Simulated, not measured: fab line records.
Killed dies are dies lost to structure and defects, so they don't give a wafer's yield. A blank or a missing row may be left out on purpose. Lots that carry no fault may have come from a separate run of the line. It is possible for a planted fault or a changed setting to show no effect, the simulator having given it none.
Comparing a struck lot with a sound one | flow n5Finfet | 32 out of 1938 route steps
Sound: these wafers, L802.1, L802.4, L802.6. Struck: wafers L790.2, L790.5, L790.6. At the end, the cause is stated.
Per side, at each step with rows, come the tool, then ch with its chambers, and then its first start. Under that, the readings that differ: sound wafers | struck wafers | difference of the means | sigmas: that difference in standard deviations of wafers without a fault.
alike: a reading whose means differ by less than 2 such deviations, as well as words and numbers matching on both sides. not compared: withheld readings; readings where some wafer has no value; bounds like >300 that might hide an equal value; numbers whose values overlap and for which the record gives no deviation.
A row with sigmas, a row that says differs or no value, or rows on one side alone: a step with any of these is where the two part. When numbers do not overlap yet have no deviation, they are printed without sigmas and do not part them. A reading that every wafer of one side lacks parts them only if that side has two wafers or more.

first, 10 steps without rows for these wafers: N5_SD_EPI_P_PRECLEAN_51 (cleans in NF3:NH3, afs cycles 1, time 20 s, sublimation time 60 s); N5_SD_EPI_P_VAPOR_ETCH_44 (etches SiGe30 in NF3/Ar, time 3.3 s); N5_SD_EPI_P_EPI_21 (deposits SiGe:B, time 355 s); N5_SD_EPI_P_HM_STRIP_48 (strips SiNx in H3PO4, material SiNx, target depth 3 nm); N5_SD_EPI_P_SRD_49 (time 30 s); N5_SD_EPI_P_PRECLEAN_24 (cleans in O3/DIW, time 45 s); N5_SD_EPI_P_PRECLEAN_32 (cleans in dHF, time 10 s); N5_SD_EPI_P_PRECLEAN_33 (cleans in SC2, time 45 s); N5_SD_EPI_P_SRD_25 (time 30 s); N5_SD_ACTIVATION_RTA_00 (time 0 s).
N5_SD_ACTIVATION_LSA_01: time 0.0008 s.
  sound on laserAnneal-01 ch 0, day 8 19:15; struck on laserAnneal-02 ch 0, day 5 19:33
reading          | sound                | struck               | difference | sigmas
wafer_temp_C_max | 1083.8 1083.6 1084.6 | 1051.3 1051.9 1052.0 | -32.3      | -23
N5_SD_ACTIVATION_RS_MEAS_03: measures by four-point-probe.
  sound on filmMetro-02, day 8 19:27; struck on filmMetro-01, day 5 19:44
reading          | sound             | struck            | difference | sigmas
RS_SD_N (ohm/sq) | 21.46 21.40 21.68 | 25.16 24.98 25.42 | +3.67      | +13
  alike: RS_SD_P
then, 19 steps without rows for these wafers: N5_ILD0_LINER_00 (material SiNx, target thk 4 nm, pulse time 1 s, purge time 2 s); N5_ILD0_FCVD_FILL_01 (material SiO2 flowable, target thk 200 nm, time 328.3 s); N5_ILD0_CURE_02 (time 1800 s); N5_ILD0_CMP_03 (polishes, stops on SiNx, t overpolish 1.9 s, target thk 197.38 nm); N5_ILD0_CMP_07 (polishes SiO2 flowable, stops on poly-Si, t overpolish 1.18 s, target thk 138.88 nm); N5_ILD0_PRECLEAN_10 (cleans in NF3:NH3, afs cycles 5, time 20 s, sublimation time 60 s); N5_ILD0_ALD_15 (deposits SiNx, target thk 24 nm, pulse time 1 s, ald cycles 480); N5_ILD0_CMP_12 (polishes SiNx, stops on poly-Si, t overpolish 6 s, target thk 17.67 nm); N5_SDB_HM_DEP_00 (deposits SiNx from SiH4/NH3/N2, target thk 40 nm, time 35.3 s); N5_SDB_COAT_03 (time 60 s, resist thk 100 nm); N5_SDB_COAT_04 (time 60 s, resist thk 18 nm); N5_SDB_COAT_05 (resist thk 90 nm); N5_SDB_EBR_07; N5_SDB_SOFTBAKE_06 (time 60 s); N5_SDB_EXPOSE_08 (exposes mask SDB); N5_SDB_PEB_09 (peb time 60 s); N5_SDB_DEVELOP_10 (develop time 30 s); N5_SDB_DESCUM_16 (chemistry O2, time 7.9 s); N5_SDB_ETCH_17 (etches SiARC in CF4, target depth 23.4 nm, time 39 s).
-- the record jumps here: 5 days lie between the struck wafers' starts before and after (it left off in module SDB and takes up again in module BEOL_M4, whose first step shown is number 1111 of the route) --
N5_BEOL_M4_RC_MEAS_101:
  sound on prober-02 ch 0, day 13 06:05; struck on prober-01 ch 0, day 10 16:23
reading             | sound             | struck            | difference | sigmas
RC_DENSE_N (ohm.um) | 19.1 19.0 19.5    | 22.5 21.6 21.6    | +2.7       | +8
RC_N (ohm.um)       | 15.53 15.39 15.76 | 18.10 17.74 17.65 | +2.27      | +9
REXT_N (ohm.um)     | 76.3 75.5 76.2    | 82.6 82.7 82.0    | +6.4       | +4
RS_SD_N (ohm/sq)    | 27.9 27.6 27.8    | 32.1 31.9 32.2    | +4.3       | +11
  alike: DIBL_N, DIBL_P, IOFF_N, IOFF_P, ION_N, ION_P, SS_N, SS_P, VT_N, VT_P

WHERE THEY PART
Last at N5_BEOL_M4_RC_MEAS_101 as far as this record goes, first at N5_SD_ACTIVATION_LSA_01.

WHY: whatever the simulator had introduced
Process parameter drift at N5_SD_ACTIVATION_LSA_01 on laserAnneal-02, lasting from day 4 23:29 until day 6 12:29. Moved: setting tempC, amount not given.
